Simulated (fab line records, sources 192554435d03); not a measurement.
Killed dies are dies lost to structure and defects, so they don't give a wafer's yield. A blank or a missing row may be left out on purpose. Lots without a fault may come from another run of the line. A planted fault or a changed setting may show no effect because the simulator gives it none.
Split-lot experiment | flow n5_finfet | 7 lots, 21 wafers read, on a route of 1938 steps

THE SPLIT
At N5_BEOL_M15_TRENCH_ETCH_34 (etches SiO2 in C4F8/O2/Ar, target depth 872.93 nm, time 199 s), the setting bias_w was moved away from the recipe's 2040 W on 7 of the 21 wafers read, by -15.4% to +6.1%. The other wafers ran this setting at the recipe's value.

The reading is taken at the split's own step.

THE READING
rf_vpp_V, in V, at N5_BEOL_M15_TRENCH_ETCH_34 (etches SiO2 in C4F8/O2/Ar, target depth 872.93 nm, time 199 s). Fault-free wafers of this fab line usually give 2222 V, standard deviation 47 V.

wafer  | tool, chamber at the split | bias_w as run, W | against the recipe | rf_vpp_V, V | against lot-mates on the recipe
L078.2 | rie_diel-05, 1             | 2040             | recipe             | 2195        | -
L078.4 | rie_diel-05, 0             | 2040             | recipe             | 2295        | -
L078.5 | rie_diel-05, 0             | 2040             | recipe             | 2293        | -
L080.2 | rie_diel-05, 0             | 2165             | +6.1%              | 2390        | +97
L080.3 | rie_diel-05, 1             | 2165             | +6.1%              | 2287        | -6
L080.6 | rie_diel-05, 0             | 2040             | recipe             | 2293        | -
L085.1 | rie_diel-05, 3             | 2040             | recipe             | 2154        | -
L085.4 | rie_diel-05, 1             | 1726             | -15.4%             | 1950        | -203
L085.6 | rie_diel-05, 3             | 2040             | recipe             | 2152        | -
L083.2 | rie_diel-05, 1             | 2040             | recipe             | 2194        | -
L083.4 | rie_diel-05, 3             | 2040             | recipe             | 2154        | -
L083.5 | rie_diel-05, 1             | 1758             | -13.8%             | 1976        | -198
L086.4 | rie_diel-01, 2             | 2040             | recipe             | 2262        | -
L086.5 | rie_diel-01, 0             | 2040             | recipe             | 2266        | -
L086.6 | rie_diel-01, 1             | 1861             | -8.8%              | 2090        | -174
L091.3 | rie_diel-05, 3             | 1925             | -5.6%              | 2068        | -130
L091.4 | rie_diel-05, 2             | 2040             | recipe             | 2198        | -
L091.6 | rie_diel-05, 1             | 1925             | -5.6%              | 2104        | -94
L095.1 | rie_diel-05, 0             | 2040             | recipe             | 2295        | -
L095.2 | rie_diel-05, 1             | 2040             | recipe             | 2194        | -
L095.3 | rie_diel-05, 3             | 2040             | recipe             | 2153        | -

THE FIT
A straight line over all 21 wafers: rf_vpp_V changes by +18.1 V for each +1% of bias_w; r = +0.88; the points scatter about the line by 54 V.
The same after taking each lot's own level away (the mean of its wafers on the recipe; 21 wafers): +13.8 V for each +1%; r = +0.88; scatter 40 V.
On that fit, the largest move of bias_w shifts the reading by 2.1e+02 V.
The lots' own levels span 2153.0 to 2293.0 V, that is 3.0 times the standard deviation above.
So the lot-to-lot level changes the slope: the two fits differ.
Check: with one of the wafers moved furthest among these (-15.4%) left out of the fit, the line predicts -232 V for it against its lot-mates. It came out at -203 V against them.
Tool readings at the split's step, against how far the setting was moved: rf_vpp_V r = +0.88.

OTHER SPLITS ON THESE WAFERS
These wafers also went through other splits before the reading. Each is held against what the fit with the lots' levels taken away leaves over:
other split on the same wafers   | wafers away from the commonest value | r with rf_vpp_V (lot level and that fit taken away)
N5_BEOL_M7_DESCUM_33 time_s      | 7                                    | -0.17
N5_BEOL_M7_TRENCH_ETCH_37 bias_w | 13                                   | -0.09
N5_BEOL_M9_EXPOSE_25 dose_mj     | 5                                    | -0.04
N5_BEOL_M10_ETCH_41 source_w     | 3                                    | +0.02
N5_BEOL_M11_DESCUM_16 time_s     | 9                                    | -0.21
N5_BEOL_M11_COAT_22 spin_rpm     | 4                                    | -0.12
N5_BEOL_M12_COAT_22 spin_rpm     | 7                                    | -0.04
N5_BEOL_M12_ETCH_68 time_s       | 8                                    | +0.04
N5_BEOL_M13_SPUTTER_44 power_w   | 7                                    | +0.04

THE FILE'S OWN FIT
rf_vpp_V changes by +14.5 V for each +1% of bias_w, r = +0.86.
